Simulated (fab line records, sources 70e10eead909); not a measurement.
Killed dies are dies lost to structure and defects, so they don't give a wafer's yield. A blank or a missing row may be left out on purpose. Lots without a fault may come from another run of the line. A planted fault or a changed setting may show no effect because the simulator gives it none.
Tool commonality check | flow nand_harc | 11 lots, 33 wafers sampled

WHY IT WAS OPENED
At NHARC_P_GATE_CD_MEAS_26 the reading cd_nm is flagged on 2 of 11 lots. Wafers without a fault read 120.0 nm, standard deviation 0.44.
Rule: a lot is flagged when every wafer of it that has a number lies more than 4 standard deviations from that mean, or none has a number. The other lots count as sound.

lot  | measured     | on        | cd_nm (nm), wafer by wafer | flag
L628 | day 5 17:12  | cd_sem-02 | 120.2 120.4 119.6          |
L627 | day 5 17:51  | cd_sem-02 | 119.6 119.8 120.4          |
L631 | day 7 04:01  | cd_sem-02 | 119.7 120.5 120.0          |
L632 | day 7 12:44  | cd_sem-02 | 120.6 120.3 120.1          |
L637 | day 9 16:39  | cd_sem-03 | 120.2 119.8 120.1          |
L638 | day 9 20:32  | cd_sem-02 | 119.5 119.5 119.6          |
L640 | day 11 02:00 | cd_sem-01 | 123.5 123.2 123.3          | FLAGGED
L642 | day 11 15:42 | cd_sem-03 | 123.1 123.1 122.7          | FLAGGED
L646 | day 13 06:17 | cd_sem-03 | 119.8 119.8 119.4          |
L647 | day 13 14:30 | cd_sem-02 | 120.1 119.2 119.8          |
L648 | day 15 12:23 | cd_sem-02 | 121.0 120.6 119.8          |
The numbers of the flagged lots are 123.2 nm on average: +3.2 nm against the usual, or +7 standard deviations.

WHICH TOOL RAN EACH LOT
The record holds 1 process step before the reading, out of a route of 1302 steps. In each cell: the tool, then ch and the chambers that the sampled wafers went through, then the start.
lot  | flag    | NHARC_P_GATE_PEB_24
L628 |         | litho_track-01 ch 0, day 5 17:07
L627 |         | litho_track-06 ch 0, day 5 17:46
L631 |         | litho_track-06 ch 0, day 7 03:56
L632 |         | litho_track-06 ch 0, day 7 12:40
L637 |         | litho_track-06 ch 0, day 9 16:34
L638 |         | litho_track-01 ch 0, day 9 20:28
L640 | FLAGGED | litho_track-06 ch 0, day 11 01:55
L642 | FLAGGED | litho_track-06 ch 0, day 11 15:37
L646 |         | litho_track-01 ch 0, day 13 06:11
L647 |         | litho_track-01 ch 0, day 13 14:25
L648 |         | litho_track-01 ch 0, day 15 12:19
What these steps do:
- NHARC_P_GATE_PEB_24: peb time 65 s.
- NHARC_P_GATE_CD_MEAS_26: target cd 120 nm.

FLAGGED OVER TOTAL, TOOL BY TOOL (the gauges that took the reading come last)
step                    | tool           | lots run | flagged | share of the flagged lots | sound lots run after its first flagged lot
NHARC_P_GATE_PEB_24     | litho_track-01 | 5        | 0       | none                      | -
NHARC_P_GATE_PEB_24     | litho_track-06 | 6        | 2       | all                       | 0
NHARC_P_GATE_CD_MEAS_26 | cd_sem-01      | 1        | 1       | some                      | 0
NHARC_P_GATE_CD_MEAS_26 | cd_sem-02      | 7        | 0       | none                      | -
NHARC_P_GATE_CD_MEAS_26 | cd_sem-03      | 3        | 1       | some                      | 1 (L646)

WHAT THE TABLE ALLOWS
1 row of the table ran every flagged lot: litho_track-06 at NHARC_P_GATE_PEB_24.
- litho_track-06 at NHARC_P_GATE_PEB_24: 2 of its 6 lots flagged. Its last sound lot is L637 (day 9 16:34), its first flagged lot L640 (day 11 01:55): a fault that began between those two fits. Its own readings lie more than 4 standard deviations out on every wafer of the flagged lots: plate_temp_C.
One tool is left: litho_track-06 at NHARC_P_GATE_PEB_24.

WHAT THE SIMULATOR HAD PUT IN
Process parameter drift: litho_track-06, from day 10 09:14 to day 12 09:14, at NHARC_P_GATE_PEB_24. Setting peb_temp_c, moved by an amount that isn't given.
Lots struck among those shown: L640, L642. The rule above found the same.
